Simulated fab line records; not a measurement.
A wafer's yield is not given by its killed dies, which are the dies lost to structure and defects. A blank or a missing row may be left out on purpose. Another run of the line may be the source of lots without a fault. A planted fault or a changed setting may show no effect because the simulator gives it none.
fab line records ; flow nand_harc
record: lots: 7; wafers: 19; last_day: 32
route steps=1302 shown A_ONON_D2@546
lots untouched by any fault: they come from a run of this same line in which no faults occurred
start_h: hours from the record's first day to the start of the lot's first wafer shown ; wait_h: how many hours have passed since the lot's step before this one ; " unchanged from the row above ; L1.1+2: a row that stands for several wafers ; - no value, or no start given ; * or withheld: withheld ; < > ~ a bound
route shown NAME@n: NAME is a module with steps in the file, n the number in the route of the first one ; usual: average and standard deviation across the fault-free wafers ; same: alike in all rows ; chamber/n: place in a boat ; sites: the reading at each site ; _std_site: standard deviation of those values ; _edge_site: outer sites' mean less inner sites' ; radius_mm: for every site, how far away it sits from the centre of the wafer ; mask NAME#n: copy n ; behind: the last tool/chamber to shape the wafer ; hold: what put the lot on hold/how long, in hours/how the hold closed ; device: the transistor (n, p or np) that didn't switch ; end of line: the route-end tests of the same wafers ; a step without rows: its recipe alone ; killed: dies lost to structure and defects at the first sort, not the wafer's yield ; map: shows each die of a wafer: x if killed, . if not, _ if none is there
set.NAME: the setting as run; set.NAME@STEP: as run at that earlier step ; model.NAME: the simulator's own value behind a step, which no gauge read
lots seen at some steps along the route; tables by step, rows by wafer
services: the hour from which a tool's chamber was out of use, counted from the record's first day as start_h (under 0 if before that day), plus the number of hours and why
== steps ==
step: NHARC_A_ONON_D2_THK_MEAS_02
recipe: thk_meas_gauge: ellipsometry
usual: thk_nm: 1000/12
lot.wafer;tool;chamber;start_h;wait_h;thk_nm
L432.2;film_metro-02;-;312.06;-;998
L432.4;film_metro-02;-;312.06;-;998
L432.6;film_metro-02;-;312.06;-;998
L436.3;film_metro-02;-;352.09;-;997
L436.5;film_metro-02;-;352.09;-;999
L436.6;film_metro-02;-;352.09;-;998
L439.1;film_metro-01;-;381.98;-;987
L439.2;film_metro-01;-;381.98;-;988
L439.4;film_metro-01;-;381.98;-;988
L444.5;film_metro-02;-;435.89;-;1016
L444.6;film_metro-02;-;435.89;-;1018
L446.2;film_metro-02;-;449.39;-;1009
L446.3;film_metro-02;-;449.39;-;1008
L447.3;film_metro-02;-;457.71;-;978
L447.4;film_metro-02;-;457.71;-;980
L447.5;film_metro-02;-;457.71;-;980
L450.1;film_metro-01;-;486.58;-;988
L450.4;film_metro-01;-;486.58;-;988
L450.6;film_metro-01;-;486.58;-;988
step: NHARC_A_ONON_D2_DEP_03
recipe: target_thk_a: 10000; n2_flow_sccm: 2750; n2o_flow_sccm: 2000; nh3_flow_sccm: 500; sih4_flow_sccm: 210; temp_c: 400
step: NHARC_A_ONON_D2_THK_MEAS_05
recipe: thk_meas_gauge: ellipsometry
usual: thk_nm: 1004/8.2
lot.wafer;tool;chamber;start_h;wait_h;thk_nm
L432.2;film_metro-01;-;312.63;-;997
L432.4;film_metro-01;-;312.63;-;997
L432.6;film_metro-01;-;312.63;-;999
L436.3;film_metro-02;-;352.65;-;994
L436.5;film_metro-02;-;352.65;-;996
L436.6;film_metro-02;-;352.65;-;996
L439.1;film_metro-01;-;382.54;-;994
L439.2;film_metro-01;-;382.54;-;993
L439.4;film_metro-01;-;382.54;-;992
L444.5;film_metro-02;-;436.46;-;1019
L444.6;film_metro-02;-;436.46;-;1021
L446.2;film_metro-01;-;449.95;-;1011
L446.3;film_metro-01;-;449.95;-;1012
L447.3;film_metro-01;-;458.30;-;1004
L447.4;film_metro-01;-;458.30;-;1004
L447.5;film_metro-01;-;458.30;-;1004
L450.1;film_metro-01;-;487.14;-;1000
L450.4;film_metro-01;-;487.14;-;1001
L450.6;film_metro-01;-;487.14;-;1002
step: NHARC_A_ONON_D2_DEP_06
recipe: target_thk_a: 10000; n2_flow_sccm: 2750; n2o_flow_sccm: 2000; nh3_flow_sccm: 500; sih4_flow_sccm: 210; temp_c: 400
step: NHARC_A_ONON_D2_THK_MEAS_08
recipe: thk_meas_gauge: ellipsometry
usual: thk_nm: 997/9.8
lot.wafer;tool;chamber;start_h;wait_h;thk_nm
L432.2;film_metro-02;-;313.20;-;1013
L432.4;film_metro-02;-;313.20;-;1012
L432.6;film_metro-02;-;313.20;-;1013
L436.3;film_metro-02;-;353.21;-;1007
L436.5;film_metro-02;-;353.21;-;1007
L436.6;film_metro-02;-;353.21;-;1006
L439.1;film_metro-01;-;383.10;-;999
L439.2;film_metro-01;-;383.10;-;999
L439.4;film_metro-01;-;383.10;-;998
L444.5;film_metro-02;-;437.03;-;997
L444.6;film_metro-02;-;437.03;-;995
L446.2;film_metro-02;-;450.52;-;1009
L446.3;film_metro-02;-;450.52;-;1009
L447.3;film_metro-02;-;458.87;-;1002
L447.4;film_metro-02;-;458.87;-;1001
L447.5;film_metro-02;-;458.87;-;1002
L450.1;film_metro-02;-;487.72;-;996
L450.4;film_metro-02;-;487.72;-;997
L450.6;film_metro-02;-;487.72;-;998
step: NHARC_A_ONON_D2_DEP_09
recipe: target_thk_a: 10000; n2_flow_sccm: 2750; n2o_flow_sccm: 2000; nh3_flow_sccm: 500; sih4_flow_sccm: 210; temp_c: 400
step: NHARC_A_ONON_D2_THK_MEAS_11
recipe: thk_meas_gauge: ellipsometry
usual: thk_nm: 1000/10
lot.wafer;tool;chamber;start_h;wait_h;thk_nm
L432.2;film_metro-01;-;313.77;-;997
L432.4;film_metro-01;-;313.77;-;998
L432.6;film_metro-01;-;313.77;-;997
L436.3;film_metro-01;-;353.78;-;997
L436.5;film_metro-01;-;353.78;-;994
L436.6;film_metro-01;-;353.78;-;993
L439.1;film_metro-01;-;383.67;-;987
L439.2;film_metro-01;-;383.67;-;989
L439.4;film_metro-01;-;383.67;-;988
L444.5;film_metro-02;-;437.59;-;996
L444.6;film_metro-02;-;437.59;-;996
L446.2;film_metro-02;-;451.09;-;993
L446.3;film_metro-02;-;451.09;-;995
L447.3;film_metro-02;-;459.43;-;986
L447.4;film_metro-02;-;459.43;-;987
L447.5;film_metro-02;-;459.43;-;985
L450.1;film_metro-01;-;488.28;-;990
L450.4;film_metro-01;-;488.28;-;991
L450.6;film_metro-01;-;488.28;-;990
step: NHARC_A_ONON_D2_DEP_12
recipe: target_thk_a: 10000; n2_flow_sccm: 2750; n2o_flow_sccm: 2000; nh3_flow_sccm: 500; sih4_flow_sccm: 210; temp_c: 400
step: NHARC_A_ONON_D2_THK_MEAS_14
recipe: thk_meas_gauge: ellipsometry
usual: thk_nm: 1004/7.8
lot.wafer;tool;chamber;start_h;wait_h;thk_nm
L432.2;film_metro-01;-;314.34;-;1013
L432.4;film_metro-01;-;314.34;-;1015
L432.6;film_metro-01;-;314.34;-;1014
L436.3;film_metro-02;-;354.34;-;1001
L436.5;film_metro-02;-;354.34;-;1001
L436.6;film_metro-02;-;354.34;-;1002
L439.1;film_metro-01;-;384.24;-;1004
L439.2;film_metro-01;-;384.24;-;1007
L439.4;film_metro-01;-;384.24;-;1007
L444.5;film_metro-02;-;438.16;-;1006
L444.6;film_metro-02;-;438.16;-;1005
L446.2;film_metro-02;-;451.66;-;1012
L446.3;film_metro-02;-;451.66;-;1014
L447.3;film_metro-02;-;460.00;-;990
L447.4;film_metro-02;-;460.00;-;989
L447.5;film_metro-02;-;460.00;-;989
L450.1;film_metro-02;-;488.87;-;1003
L450.4;film_metro-02;-;488.87;-;1003
L450.6;film_metro-02;-;488.87;-;1003
step: NHARC_A_ONON_D2_ANNEAL_15
recipe: temp_c: 750; time_s: 3600
step: NHARC_A_ONON_D2_DEP_16
recipe: target_thk_a: 10000; n2_flow_sccm: 2750; n2o_flow_sccm: 2000; nh3_flow_sccm: 500; sih4_flow_sccm: 210; temp_c: 400
step: NHARC_A_ONON_D2_THK_MEAS_18
recipe: thk_meas_gauge: ellipsometry
usual: thk_nm: 997/11
lot.wafer;tool;chamber;start_h;wait_h;thk_nm
L432.2;film_metro-02;-;321.67;-;1011
L432.4;film_metro-02;-;321.67;-;1011
L432.6;film_metro-02;-;321.67;-;1012
L436.3;film_metro-01;-;361.90;-;994
L436.5;film_metro-01;-;361.90;-;994
L436.6;film_metro-01;-;361.90;-;995
L439.1;film_metro-01;-;391.58;-;989
L439.2;film_metro-01;-;391.58;-;988
L439.4;film_metro-01;-;391.58;-;989
L444.5;film_metro-02;-;445.51;-;994
L444.6;film_metro-02;-;445.51;-;994
L446.2;film_metro-01;-;459.43;-;1000
L446.3;film_metro-01;-;459.43;-;1000
L447.3;film_metro-02;-;467.76;-;1005
L447.4;film_metro-02;-;467.76;-;1004
L447.5;film_metro-02;-;467.76;-;1004
L450.1;film_metro-02;-;494.82;-;973
L450.4;film_metro-02;-;494.82;-;973
L450.6;film_metro-02;-;494.82;-;974
step: NHARC_A_ONON_D2_DEP_19
recipe: target_thk_a: 10000; n2_flow_sccm: 2750; n2o_flow_sccm: 2000; nh3_flow_sccm: 500; sih4_flow_sccm: 210; temp_c: 400
usual: nh3_flow_sccm: 499.9/1.4
lot.wafer;tool;chamber;start_h;wait_h;nh3_flow_sccm
L432.2;pecvd_onon-01;0;321.79;0.1;499.9
L432.4;pecvd_onon-01;0;321.79;0.1;499.1
L432.6;pecvd_onon-01;0;321.79;0.1;503.3
L436.3;pecvd_onon-01;0;362.07;0.2;501.0
L436.5;pecvd_onon-01;0;362.07;0.2;502.3
L436.6;pecvd_onon-01;0;362.07;0.2;500.6
L439.1;pecvd_onon-04;0;391.63;0.1;503.0
L439.2;pecvd_onon-04;0;391.63;0.1;500.4
L439.4;pecvd_onon-04;0;391.63;0.1;502.5
L444.5;pecvd_onon-04;0;445.80;0.3;499.6
L444.6;pecvd_onon-04;0;445.80;0.3;500.9
L446.2;pecvd_onon-04;0;459.54;0.1;498.2
L446.3;pecvd_onon-04;0;459.54;0.1;499.5
L447.3;pecvd_onon-04;0;467.93;0.2;500.0
L447.4;pecvd_onon-04;0;467.93;0.2;501.1
L447.5;pecvd_onon-04;0;467.93;0.2;498.4
L450.1;pecvd_onon-03;0;494.87;0.1;499.0
L450.4;pecvd_onon-03;0;494.87;0.1;500.9
L450.6;pecvd_onon-03;0;494.87;0.1;498.8
step: NHARC_A_ONON_D2_THK_MEAS_21
recipe: thk_meas_gauge: ellipsometry
usual: thk_nm: 999/9.7
lot.wafer;tool;chamber;start_h;wait_h;thk_nm
L432.2;film_metro-01;-;322.23;-;1008
L432.4;film_metro-01;-;322.23;-;1010
L432.6;film_metro-01;-;322.23;-;1008
L436.3;film_metro-02;-;362.46;-;1006
L436.5;film_metro-02;-;362.46;-;1004
L436.6;film_metro-02;-;362.46;-;1005
L439.1;film_metro-02;-;392.14;-;1006
L439.2;film_metro-02;-;392.14;-;1004
L439.4;film_metro-02;-;392.14;-;1004
L444.5;film_metro-02;-;446.08;-;989
L444.6;film_metro-02;-;446.08;-;1526
L446.2;film_metro-01;-;459.99;-;984
L446.3;film_metro-01;-;459.99;-;1524
L447.3;film_metro-01;-;468.32;-;1530
L447.4;film_metro-01;-;468.32;-;991
L447.5;film_metro-01;-;468.32;-;990
L450.1;film_metro-02;-;495.39;-;1007
L450.4;film_metro-02;-;495.39;-;1008
L450.6;film_metro-02;-;495.39;-;1008
step: NHARC_A_ONON_D2_DEP_22
recipe: target_thk_a: 10000; n2_flow_sccm: 2750; n2o_flow_sccm: 2000; nh3_flow_sccm: 500; sih4_flow_sccm: 210; temp_c: 400
== services ==
tool;chamber;start_h;hours;kind
pecvd_onon-04;-;311.00;13.0;pm
pecvd_onon-03;-;368.88;3.4;repair
pecvd_onon-03;-;408.11;13.0;pm
pecvd_onon-01;-;450.30;13.0;pm
pecvd_onon-04;-;492.00;13.0;pm
== key ==
first_sign: step: NHARC_A_ONON_D2_THK_MEAS_21; reading: thk_nm; direction: up; sigmas: 54; usual: 999; struck: 1527
effect none on later readings
met_at NHARC_A_ONON_D2_DEP_19
struck_wafers L444.6,L446.3,L447.3
later_rows_left_out L444.6,L446.3,L447.3
sort_left_out L444.6,L446.3,L447.3
tester_left_out L444,L446,L447
onset_between 391.63 445.80
fault: kind: process_parameter_drift; tool: pecvd_onon-04; chamber: -; onset_h: 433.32; steps: NHARC_A_ONON_D2_DEP_19; channel: target_thk_a; offset: *; shape: step; end_h: 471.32; scope: struck_wafers_only; acts_in: *; stated: *
tester_left_out: of these lots the tester's yield and bins aren't shown, on N5 and GAA mostly nor the transistor test; their killed dies are dies lost to structure and defects alone, not to doping, threshold or leakage, so they don't give the yield
sort_left_out: the simulated sort isn't trusted on such a fault, so these wafers' sort isn't shown, and their yield isn't known
later_rows_left_out: the simulator's readings of these wafers behind a module that went badly wrong aren't trusted and aren't shown, but for the sort
